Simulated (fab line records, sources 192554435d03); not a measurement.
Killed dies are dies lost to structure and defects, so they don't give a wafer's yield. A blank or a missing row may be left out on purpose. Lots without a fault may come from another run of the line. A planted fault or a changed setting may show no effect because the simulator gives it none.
Tool commonality check | flow n5_finfet | 10 lots, 30 wafers sampled

WHY IT WAS OPENED
At N5_BEOL_M4_RC_MEAS_101 the reading RS_NWELL is flagged on 2 of 10 lots. Wafers without a fault read 1036 ohm/sq, standard deviation 6.1.
Rule: a lot is flagged when every wafer of it that has a number lies more than 4 standard deviations from that mean, or none has a number. The other lots count as sound.

lot  | measured     | on        | RS_NWELL (ohm/sq), wafer by wafer | flag
L268 | day 8 19:02  | prober-02 | 1030 1026 1038                    |
L270 | day 9 08:14  | prober-02 | 1048 1039 1034                    |
L271 | day 9 09:10  | prober-02 | 1036 1037 1037                    |
L276 | day 10 10:07 | prober-02 | 1039 1036 1036                    |
L273 | day 10 15:43 | prober-01 | 914 909 906                       | FLAGGED
L277 | day 10 18:19 | prober-02 | 910 905 915                       | FLAGGED
L280 | day 11 09:18 | prober-01 | 1036 1033 1029                    |
L283 | day 12 14:08 | prober-02 | 1042 1042 1028                    |
L288 | day 13 12:35 | prober-02 | 1033 1036 1038                    |
L290 | day 14 04:28 | prober-01 | 1033 1044 1032                    |
The numbers of the flagged lots are 910 ohm/sq on average: -126 ohm/sq against the usual, or -21 standard deviations.

WHICH TOOL RAN EACH LOT
The record holds 2 process steps before the reading, out of a route of 1938 steps. In each cell: the tool, then ch and the chambers that the sampled wafers went through, then the start.
lot  | flag    | N5_WELL_APT_IMPLANT_14         | N5_WELL_APT_DESCUM_30
L268 |         | implanter-02 ch 0, day 1 14:03 | rie_diel-01 ch 0,1,2, day 1 15:02
L270 |         | implanter-01 ch 0, day 2 02:01 | rie_diel-01 ch 0,1,3, day 2 03:22
L271 |         | implanter-01 ch 0, day 2 07:56 | rie_diel-05 ch 0,1,2, day 2 08:57
L276 |         | implanter-02 ch 0, day 3 13:52 | rie_diel-01 ch 1,2, day 3 14:53
L273 | FLAGGED | implanter-01 ch 0, day 2 20:08 | rie_diel-02 ch 0,1,3, day 2 21:34
L277 | FLAGGED | implanter-01 ch 0, day 3 20:13 | rie_diel-02 ch 0,3, day 3 21:22
L280 |         | implanter-02 ch 0, day 4 13:56 | rie_diel-01 ch 0,1, day 4 15:17
L283 |         | implanter-02 ch 0, day 5 07:56 | rie_diel-02 ch 0,3, day 5 09:12
L288 |         | implanter-02 ch 0, day 6 13:49 | rie_diel-02 ch 0,1, day 6 15:14
L290 |         | implanter-02 ch 0, day 7 02:01 | rie_diel-02 ch 1,2,3, day 7 03:10
What these steps do:
- N5_WELL_APT_IMPLANT_14
- N5_WELL_APT_DESCUM_30: chemistry O2, time 7.9 s.
- N5_BEOL_M4_RC_MEAS_101

FLAGGED OVER TOTAL, TOOL BY TOOL (the gauges that took the reading come last)
step                   | tool         | lots run | flagged | share of the flagged lots | sound lots run after its first flagged lot
N5_WELL_APT_IMPLANT_14 | implanter-01 | 4        | 2       | all                       | 0
N5_WELL_APT_IMPLANT_14 | implanter-02 | 6        | 0       | none                      | -
N5_WELL_APT_DESCUM_30  | rie_diel-01  | 4        | 0       | none                      | -
N5_WELL_APT_DESCUM_30  | rie_diel-02  | 5        | 2       | all                       | 3 (L283,L288,L290)
N5_WELL_APT_DESCUM_30  | rie_diel-05  | 1        | 0       | none                      | -
N5_BEOL_M4_RC_MEAS_101 | prober-01    | 3        | 1       | some                      | 2 (L280,L290)
N5_BEOL_M4_RC_MEAS_101 | prober-02    | 7        | 1       | some                      | 2 (L283,L288)

WHAT THE TABLE ALLOWS
2 rows of the table ran every flagged lot: implanter-01 at N5_WELL_APT_IMPLANT_14, rie_diel-02 at N5_WELL_APT_DESCUM_30.
- implanter-01 at N5_WELL_APT_IMPLANT_14: 2 of its 4 lots flagged. Its last sound lot is L271 (day 2 07:56), its first flagged lot L273 (day 2 20:08): a fault that began between those two fits. Its own readings lie more than 4 standard deviations out on every wafer of the flagged lots: dose_ions_cm2, faraday_current_uA.
- rie_diel-02 at N5_WELL_APT_DESCUM_30: 2 of its 5 lots flagged. Sound lots ran on it after the first flagged one (L283, L288, L290), which a lasting fault on the whole tool wouldn't allow.
One tool is left: implanter-01 at N5_WELL_APT_IMPLANT_14.

WHAT THE SIMULATOR HAD PUT IN
Process parameter drift: implanter-01, from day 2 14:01 on, at N5_WELL_APT_IMPLANT_14. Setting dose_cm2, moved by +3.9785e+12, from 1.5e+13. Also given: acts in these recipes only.
Lots struck among those shown: L273, L277. The rule above found the same.
